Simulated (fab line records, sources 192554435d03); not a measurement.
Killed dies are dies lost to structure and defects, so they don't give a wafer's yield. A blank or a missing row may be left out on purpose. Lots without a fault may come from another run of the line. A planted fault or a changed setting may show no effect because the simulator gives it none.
Chamber matching | flow n5_finfet | N5_FIN_SAQP_ETCH_34 on rie_diel-01: 3 sister chambers
The step etches SiO2 in C4F6/O2, target depth 45 nm, time 15 s. 3 wafers are shown with their chamber, then 7 later ones without.

WAFERS WITH THEIR CHAMBER
wafer  | chamber | rf_vpp_V (V)
L090.2 | 3       | 650
L091.3 | 1       | 674
L091.4 | 2       | 674

WAFERS WITHOUT THEIR CHAMBER
wafer  | rf_vpp_V (V)
L091.5 | 673
L092.2 | 674
L092.4 | 652
L093.1 | 649
L093.3 | 674
L096.1 | 675
L096.4 | 673

WHICH CHAMBER EACH WENT THROUGH
wafer  | from the rows above     | in truth
L091.5 | can't be placed: 1 or 2 | 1
L092.2 | can't be placed: 1 or 2 | 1
L092.4 | 3                       | 3
L093.1 | 3                       | 3
L093.3 | can't be placed: 1 or 2 | 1
L096.1 | can't be placed: 1 or 2 | 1
L096.4 | can't be placed: 1 or 2 | 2
Placed correctly: 2 of 7. Can't be placed from these rows: 5 (the true chamber is among the candidates in 5). Placed wrongly: 0.
How it was worked out, from the rows above alone: a wafer's distance from a chamber is the root of the sum, over the readings, of the square of ((its reading less the chamber's mean) divided by the reading's scatter). The wafer belongs to the nearest chamber; if the next one is less than 2 further off, it can't be placed. A chamber's mean is the mean of its shown wafers. The scatter: with one shown wafer a chamber, the root of the mean of the squares of how far each hidden wafer lies from its nearest shown one.
